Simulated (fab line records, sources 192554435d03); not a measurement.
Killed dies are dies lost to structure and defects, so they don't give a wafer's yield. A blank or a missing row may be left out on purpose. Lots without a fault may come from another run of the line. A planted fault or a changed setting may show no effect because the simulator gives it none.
A struck lot beside a sound one | flow n5_finfet | 36 steps out of a route of 1938
Sound: wafers L134.2, L134.4, L134.6. Struck: wafer L141.5. (L141.1, L141.6 of the same lot were not struck and are left out.) The cause comes at the end.
At each step with rows: each side's tool, then ch and its chambers, then its first start. Under that, the readings that differ: sound wafers | struck wafers | difference of the means | sigmas: that difference in standard deviations of wafers without a fault.
alike: readings whose means differ by less than 2 such deviations, and words and numbers that are the same on both sides. not compared: withheld readings, readings that some wafer has no value for, bounds like >300 that may hide the same value, and numbers for which the record gives no deviation and whose values overlap.
The two part at a step that has a row with sigmas, a row that says differs or no value, or rows on one side only. Numbers that don't overlap but have no deviation are shown without sigmas and don't part them. A reading that every wafer of one side lacks parts them only if that side has two wafers or more.

first, 9 steps without rows for these wafers: N5_BEOL_M6_COAT_60 (time 60 s, resist thk 35 nm); N5_BEOL_M6_COAT_05 (resist thk 90 nm); N5_BEOL_M6_EBR_07; N5_BEOL_M6_SOFTBAKE_06 (time 60 s); N5_BEOL_M6_EXPOSE_08 (exposes mask M6); N5_BEOL_M6_PEB_09 (peb time 60 s); N5_BEOL_M6_DEVELOP_10 (develop time 30 s); N5_BEOL_M6_DESCUM_16 (chemistry O2, time 7.9 s); N5_BEOL_M6_ETCH_61 (etches SiARC in CF4, target depth 45.5 nm, time 75.8 s).
N5_BEOL_M6_ETCH_62: etches SOC in N2/H2, target depth 110 nm, overetch 22 nm, time 165 s.
  sound on rie_diel-02 ch 1,3, day 9 11:41; struck on rie_diel-02 ch 3, day 11 11:04
  alike: drypump_motor_current_A, oes_product_au, rf_vpp_V, showerhead_plenum_p_Torr, throttle_valve_pct
  not compared: rf_hours_counter_h
then, 25 steps without rows for these wafers: N5_BEOL_M6_STRIP_68 (strips in N2/H2); N5_BEOL_M6_STRIP_67 (strips in CF4); N5_BEOL_M6_HM_OPEN_17 (chemistry Cl2/BCl3, target TiN, target depth 20 nm, overetch 6 nm); N5_BEOL_M6_STRIP_19 (strips in O2); N5_BEOL_M6_COAT_63 (time 60 s, resist thk 60 nm); N5_BEOL_M6_COAT_64 (time 60 s, resist thk 12 nm); N5_BEOL_M6_COAT_71 (time 60 s, resist thk 5 nm); N5_BEOL_M6_COAT_22 (resist thk 30 nm); N5_BEOL_M6_EBR_24; N5_BEOL_M6_SOFTBAKE_23 (time 60 s); N5_BEOL_M6_EXPOSE_25 (exposes mask V5, target cd 40 nm); N5_BEOL_M6_PEB_26 (peb time 60 s); N5_BEOL_M6_DEVELOP_27 (develop time 30 s); N5_BEOL_M6_DESCUM_33 (chemistry O2, time 7 s); N5_BEOL_M6_ETCH_72 (etches underlayer in N2/H2, target depth 6.5 nm, time 5.2 s); N5_BEOL_M6_ETCH_65 (etches SiARC in CF4, target depth 15.6 nm, time 26 s); N5_BEOL_M6_ETCH_66 (etches SOC in N2/H2, target depth 80 nm, overetch 16 nm, time 120 s); N5_BEOL_M6_STRIP_69 (strips in N2/H2); N5_BEOL_M6_STRIP_73 (strips in N2/H2); N5_BEOL_M6_VIA_ETCH_34 (etches SiCOH lowk in C4F6/O2, target depth 126.3 nm, time 50.9 s); N5_BEOL_M6_STRIP_76 (strips in C4F6/O2); N5_BEOL_M6_STRIP_36 (strips in N2/H2); N5_BEOL_M6_TRENCH_ETCH_37 (etches SiCOH lowk in C4F6/O2, target depth 94.435 nm, time 31.5 s); N5_BEOL_M6_ETCH_41 (etches SiCN in CH3F/O2, target depth 29.7 nm, time 52 s); N5_BEOL_M6_STRIP_80 (strips in N2/H2, time 10 s).
-- the record jumps here: 4 days lie between the struck wafers' starts before and after (it left off in module BEOL_M6 and takes up again in module PASSIVATION, whose first step shown is number 1936 of the route) --
N5_PASSIVATION_PROBE_49:
  the record has rows for the struck wafers here (prober-01, day 15 00:51) and none for the sound ones

WHERE THEY PART
Only at N5_PASSIVATION_PROBE_49, within this record.

WHY: what the simulator had put in
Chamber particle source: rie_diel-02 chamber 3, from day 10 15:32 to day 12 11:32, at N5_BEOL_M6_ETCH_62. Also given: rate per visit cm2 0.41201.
